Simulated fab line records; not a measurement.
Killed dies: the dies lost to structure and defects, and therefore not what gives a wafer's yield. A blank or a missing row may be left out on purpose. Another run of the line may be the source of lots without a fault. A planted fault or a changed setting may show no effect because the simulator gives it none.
fab line records	flow nand_harc
record: lots: 14	wafers: 42	last_day: 33
route steps=1302 shown P_M2@328
lots that met no fault: taken from a fault-free run of the same line
start_h: hours from the record's opening day to when the first of the lot's shown wafers began	wait_h: hours since the lot's step before	" identical to the entry in the row above	L1.1+2: one row covering several wafers at once	- no value present, or no start provided	* or withheld: withheld	< > ~ a bound
route shown NAME@n: NAME is a module with steps in the file, n the number in the route of the first one	usual: mean and standard deviation over wafers with no fault	same: alike in all rows	chamber/n: place in a boat	sites: readings site by site	_std_site: the values' standard deviation	_edge_site: mean of outer sites minus mean of inner sites	radius_mm: for every site, how far away it sits from the centre of the wafer	mask NAME#n: copy n	behind: the last tool/chamber to shape the wafer	hold: reason for holding the lot/hours on hold/outcome of the hold	device: the transistor (n, p or np) that didn't switch	end of line: tests of these same wafers at the route's end	for a step that has no rows: nothing shown but its recipe	killed: dies that structure and defects cost at the first sort, which is not the same as the wafer's yield	map: a wafer's dies, x killed, . not, _ none there
set.NAME: the setting the step ran with; set.NAME@STEP: the setting that earlier step ran with	model.NAME: the simulator's own value behind a step, which no gauge read
one table for each step of the route and one row for each wafer, over a sample of lots
services: from which hour (start_h, from the record's first day; less than 0 if before it) a tool's chamber was out of use, for how many hours, and why
== steps ==
step: NHARC_P_M2_CD_MEAS_09
recipe: target_cd_nm: 170	landing_energy_ev: 500
usual: cd_nm: 170.0/0.61
lot.wafer	tool	chamber	start_h	wait_h	cd_nm
L635.1	cd_sem-03	0	125.44	-	169.1
L635.3	"	0	"	"	170.0
L635.5	"	0	"	"	168.9
L636.2	cd_sem-02	0	140.54	-	170.1
L636.4	"	0	"	"	170.8
L636.5	"	0	"	"	169.5
L639.1	cd_sem-02	0	174.31	-	170.1
L639.3	"	0	"	"	169.6
L639.6	"	0	"	"	169.8
L640.1	cd_sem-01	0	188.02	-	170.6
L640.2	"	0	"	"	170.2
L640.4	"	0	"	"	170.4
L642.1	cd_sem-02	0	198.32	-	169.4
L642.4	"	0	"	"	170.3
L642.6	"	0	"	"	170.1
L643.1	cd_sem-02	0	215.66	-	170.2
L643.2	"	0	"	"	170.5
L643.5	"	0	"	"	169.5
L645.1	cd_sem-02	0	233.75	-	170.7
L645.3	"	0	"	"	170.4
L645.6	"	0	"	"	171.2
L647.2	cd_sem-01	0	253.10	-	169.6
L647.4	"	0	"	"	169.6
L647.6	"	0	"	"	170.9
L648.1	cd_sem-02	0	258.01	-	170.5
L648.4	"	0	"	"	169.2
L648.5	"	0	"	"	169.9
L650.1	cd_sem-01	0	275.15	-	169.2
L650.2	"	0	"	"	169.2
L650.4	"	0	"	"	169.9
L649.1	cd_sem-02	0	277.63	-	169.9
L649.4	"	0	"	"	170.2
L649.6	"	0	"	"	170.5
L651.2	cd_sem-01	0	292.20	-	169.8
L651.3	"	0	"	"	169.5
L651.5	"	0	"	"	170.2
L657.2	cd_sem-01	0	348.68	-	169.7
L657.5	"	0	"	"	169.0
L657.6	"	0	"	"	170.1
L658.1	cd_sem-03	0	356.77	-	170.2
L658.2	"	0	"	"	170.5
L658.4	"	0	"	"	170.3
step: NHARC_P_M2_CD_MEAS_16
usual: cd_nm: 169.9/0.84
lot.wafer	tool	chamber	start_h	wait_h	cd_nm
L635.1	cd_sem-01	-	125.93	-	169.0
L635.3	"	-	"	"	170.0
L635.5	"	-	"	"	169.1
L636.2	cd_sem-03	-	141.04	-	170.6
L636.4	"	-	"	"	170.9
L636.5	"	-	"	"	168.8
L639.1	cd_sem-02	-	174.80	-	170.4
L639.3	"	-	"	"	169.4
L639.6	"	-	"	"	169.8
L640.1	cd_sem-01	-	188.51	-	170.3
L640.2	"	-	"	"	169.8
L640.4	"	-	"	"	171.2
L642.1	cd_sem-03	-	198.81	-	169.9
L642.4	"	-	"	"	169.3
L642.6	"	-	"	"	169.4
L643.1	cd_sem-01	-	216.15	-	171.1
L643.2	"	-	"	"	169.7
L643.5	"	-	"	"	169.8
L645.1	cd_sem-01	-	234.24	-	170.1
L645.3	"	-	"	"	170.5
L645.6	"	-	"	"	170.6
L647.2	cd_sem-02	-	253.59	-	169.5
L647.4	"	-	"	"	169.6
L647.6	"	-	"	"	171.8
L648.1	cd_sem-02	-	258.50	-	171.0
L648.4	"	-	"	"	169.2
L648.5	"	-	"	"	170.6
L650.1	cd_sem-01	-	275.64	-	169.3
L650.2	"	-	"	"	168.9
L650.4	"	-	"	"	169.6
L649.1	cd_sem-01	-	278.12	-	169.2
L649.4	"	-	"	"	170.4
L649.6	"	-	"	"	169.3
L651.2	cd_sem-03	-	292.69	-	169.7
L651.3	"	-	"	"	169.1
L651.5	"	-	"	"	169.9
L657.2	cd_sem-01	-	349.17	-	169.8
L657.5	"	-	"	"	169.3
L657.6	"	-	"	"	169.8
L658.1	cd_sem-02	-	357.26	-	170.1
L658.2	"	-	"	"	170.2
L658.4	"	-	"	"	169.6
step: NHARC_P_M2_ETCH_28
recipe: target_depth_a: 300	over_etch_frac: 0.3	time_s: 72.99	ion_energy_ev: 150	cf4_flow_sccm: 50	n2_flow_sccm: 100	ar_flow_sccm: 150	rf_w: 300	bias_w: 100	chemistry: CF4/N2
usual: drypump_motor_current_A: 5.7/0.46	oes_product_au: 0.998/0.0083	rf_fwd_power_W: 296.9/1.4	rf_vpp_V: 314.4/1.6	showerhead_plenum_p_Torr: 2.64/0.08	throttle_valve_pct: 19.794/0.0091
lot.wafer	tool	chamber	start_h	wait_h	drypump_motor_current_A	oes_product_au	rf_fwd_power_W	rf_hours_counter_h	rf_vpp_V	showerhead_plenum_p_Torr	throttle_valve_pct
L635.1	rie_diel-09	2	-	-	6.1	1.005	299.1	9	315.2	2.69	19.803
L635.3	"	3	"	"	5.9	1.004	295.7	9	313.2	2.61	19.797
L635.5	"	1	"	"	5.3	0.993	294.8	-	312.7	2.59	19.795
L636.4	rie_diel-11	1	-	-	6.0	1.002	294.8	2	316.7	2.76	19.795
L636.2	"	2	"	"	5.6	1.004	296.2	2	314.5	2.67	19.799
L636.5	"	3	"	"	4.7	0.991	296.3	-	312.5	2.56	19.803
L639.1	rie_diel-05	1	-	-	6.5	0.989	298.4	7	313.1	2.48	19.808
L639.3	"	2	"	"	5.2	0.985	298.1	5	313.6	2.55	19.800
L639.6	"	1	"	"	6.5	0.998	298.6	-	312.1	2.48	19.778
L640.4	rie_diel-05	0	-	-	5.0	0.993	296.0	8	312.6	2.65	19.799
L640.1	"	2	"	"	5.2	0.988	298.0	6	313.9	2.55	19.782
L640.2	"	3	"	"	5.7	1.003	299.3	7	313.3	2.63	19.778
L642.1	rie_diel-11	0	-	-	6.2	1.018	297.8	6	315.0	2.72	19.793
L642.4	"	1	"	"	6.0	1.000	296.5	-	316.9	2.76	19.785
L642.6	"	0	"	"	6.2	1.008	297.1	-	315.1	2.72	19.795
L643.1	rie_diel-09	2	-	-	6.1	1.003	298.7	4	314.6	2.69	19.779
L643.2	"	3	"	"	5.8	1.005	296.4	3	314.5	2.60	19.801
L643.5	"	1	"	"	5.3	1.005	295.7	-	314.3	2.58	19.801
L645.1	rie_diel-09	1	-	-	5.3	1.004	295.0	5	313.0	2.58	19.797
L645.3	"	2	"	"	6.1	1.001	297.3	6	313.8	2.69	19.782
L645.6	"	3	"	"	5.9	0.997	295.5	-	314.8	2.60	19.781
L647.2	rie_diel-05	1	-	-	6.5	1.007	298.6	1	313.4	2.48	19.787
L647.4	"	2	"	"	5.2	0.994	297.4	1	313.6	2.55	19.783
L647.6	"	1	"	"	6.5	0.993	299.1	-	311.9	2.48	19.786
L648.4	rie_diel-09	2	-	-	6.1	1.001	296.7	8	316.4	2.69	19.792
L648.1	"	3	"	"	5.8	0.996	296.2	7	313.1	2.60	19.792
L648.5	"	2	"	"	6.1	0.997	297.1	-	316.8	2.69	19.795
L650.2	rie_diel-05	3	-	-	5.7	0.986	298.4	3	314.1	2.62	19.800
L650.1	"	2	"	"	5.2	1.004	298.9	2	311.7	2.55	19.805
L650.4	"	3	"	"	5.7	0.982	298.2	-	313.6	2.62	19.789
L649.1	rie_diel-05	3	278.59	0.3	5.7	0.989	297.1	3	314.8	2.62	19.808
L649.4	"	3	"	"	5.7	0.989	296.9	-	316.3	2.62	19.783
L649.6	"	2	"	"	5.3	1.003	298.1	-	312.6	2.55	19.794
L651.2	rie_diel-09	3	-	-	5.9	1.007	296.2	9	312.3	2.60	19.801
L651.3	"	0	"	"	6.0	0.998	295.6	9	316.7	2.76	19.786
L651.5	"	0	"	"	6.0	1.005	296.4	-	317.5	2.76	19.770
L657.2	rie_diel-09	3	-	-	5.8	0.987	295.8	1	314.2	2.60	19.805
L657.5	"	2	"	"	6.1	0.992	297.9	-	314.8	2.69	19.804
L657.6	"	1	"	"	5.3	1.009	295.7	-	314.0	2.58	19.799
L658.4	rie_diel-11	0	-	-	6.2	1.001	298.0	4	316.4	2.72	19.801
L658.1	"	1	"	"	6.0	1.007	296.6	5	316.2	2.75	19.793
L658.2	"	3	"	"	4.7	0.975	297.1	4	313.0	2.56	19.794
step: NHARC_P_M2_PVD_20
recipe: target_thk_a: 50	bias_v: 168.6	power_w: 15000	chamber_pressure_pa: 0.12	time_s: 8.06	substrate_temp_c: 50	material: TaN
usual: bias_v: 168.6/1.8	cathode_dc_power_W: 15000/2.6	chamber_pressure_pa: 0.11999/0.00024	throttle_valve_pct: 30.1/0.99
lot.wafer	tool	chamber	start_h	wait_h	bias_v	cathode_dc_power_W	chamber_pressure_pa	throttle_valve_pct
L635.3	pvd_sputter-02	-	126.75	-	168.6	15002	0.11976	30.2
L635.1	"	-	"	"	165.4	14999	0.12016	30.4
L635.5	"	-	"	"	168.5	14997	0.11974	28.5
L636.4	pvd_sputter-01	-	141.87	-	170.3	14995	0.1198	29.4
L636.2	"	-	"	"	172.3	15000	0.12016	29.1
L636.5	"	-	"	"	169.2	15003	0.11978	29.3
L639.3	pvd_sputter-02	-	175.64	-	170.4	15000	0.11943	30.1
L639.1	"	-	"	"	168.6	14999	0.12004	30.7
L639.6	"	-	"	"	169.1	15000	0.11947	29.8
L640.1	pvd_sputter-01	-	189.33	-	167.0	14998	0.12036	28.8
L640.4	"	-	"	"	166.4	14998	0.12033	31.1
L640.2	"	-	"	"	167.7	14998	0.11995	31.2
L642.4	pvd_sputter-02	-	199.70	-	170.9	14999	0.1201	30.1
L642.1	"	-	"	"	166.4	15000	0.11955	30.2
L642.6	"	-	"	"	170.4	15004	0.11994	28.6
L643.2	pvd_sputter-02	-	217.00	-	167.7	15002	0.11932	30.8
L643.1	"	-	"	"	168.6	14998	0.11981	30.6
L643.5	"	-	"	"	168.7	15000	0.11982	30.4
L645.3	pvd_sputter-03	-	235.20	-	165.2	15000	0.1202	30.5
L645.1	"	-	"	"	170.5	15000	0.11991	31.4
L645.6	"	-	"	"	169.1	14999	0.11996	28.8
L647.2	pvd_sputter-02	-	254.43	-	168.5	15003	0.12	28.3
L647.4	"	-	"	"	167.5	14999	0.12047	30.4
L647.6	"	-	"	"	167.4	15002	0.12034	30.4
L648.1	pvd_sputter-01	-	259.33	-	166.5	14999	0.11979	31.4
L648.4	"	-	"	"	170.6	15002	0.12007	31.0
L648.5	"	-	"	"	167.2	15003	0.12004	30.2
L650.2	pvd_sputter-01	-	276.59	-	-	-	-	-
L650.4	"	-	"	"	-	-	-	-
L650.1	"	-	"	"	-	-	-	-
L649.1	pvd_sputter-02	-	279.15	-	-	-	-	-
L649.4	"	-	"	"	-	-	-	-
L649.6	"	-	"	"	-	-	-	-
L651.2	pvd_sputter-03	-	293.56	-	167.6	15001	0.12031	30.4
L651.3	"	-	"	"	172.4	14997	0.11969	30.9
L651.5	"	-	"	"	168.9	15003	0.12005	30.5
L657.2	pvd_sputter-01	-	350.14	-	167.8	15003	0.11997	31.8
L657.6	"	-	"	"	167.0	14998	0.11986	29.0
L657.5	"	-	"	"	167.6	14998	0.12001	31.8
L658.2	pvd_sputter-02	-	358.10	-	167.7	14999	0.11968	30.9
L658.4	"	-	"	"	166.1	14996	0.1204	29.5
L658.1	"	-	"	"	166.9	14998	0.11992	28.0
== services ==
tool	chamber	start_h	hours	kind
pvd_sputter-02	-	104.00	10.0	pm
rie_diel-05	2	109.98	8.3	repair
rie_diel-09	3	111.73	2.7	repair
rie_diel-09	0	119.60	4.2	repair
rie_diel-09	-	143.10	9.0	pm
pvd_sputter-02	-	143.23	6.6	repair
pvd_sputter-03	-	170.04	10.0	pm
rie_diel-05	-	176.25	0.7	repair
rie_diel-11	2	191.29	28.6	repair
pvd_sputter-03	-	210.11	8.5	repair
pvd_sputter-01	-	211.54	29.8	repair
rie_diel-11	2	228.53	4.4	repair
rie_diel-05	-	229.60	9.0	pm
pvd_sputter-02	-	230.89	10.5	repair
pvd_sputter-01	-	241.35	10.0	pm
rie_diel-11	-	255.75	9.0	pm
rie_diel-05	1	259.48	20.4	repair
rie_diel-09	3	271.37	3.9	repair
rie_diel-05	0	277.26	2.3	repair
pvd_sputter-02	-	282.00	10.0	pm
rie_diel-11	3	311.28	1.7	repair
rie_diel-09	-	320.10	9.0	pm
rie_diel-05	-	336.81	0.3	repair
rie_diel-09	0	347.62	5.8	repair
== key ==
first_sign: step: NHARC_P_M2_PVD_20	reading: tool_record	direction: missing
effect none on later readings
met_at NHARC_P_M2_PVD_20
struck_lots L649,L650
later_rows_left_out L649.1,L649.4,L649.6,L650.1,L650.2,L650.4
sort_left_out L649.1,L649.4,L649.6,L650.1,L650.2,L650.4
not_acting_at NHARC_P_M2_CD_MEAS_09,NHARC_P_M2_CD_MEAS_16,NHARC_P_M2_ETCH_28
onset_between 259.33 276.59
fault: kind: skipped_step_whole	tool: pvd_sputter-01,pvd_sputter-02	chamber: -	onset_h: 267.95	steps: NHARC_P_M2_PVD_20	scope: struck_lots_only
sort_left_out: the simulated sort isn't trusted on such a fault, so these wafers' sort isn't shown, and their yield isn't known
later_rows_left_out: the simulator's readings of these wafers behind a module that went badly wrong aren't trusted and aren't shown, but for the sort
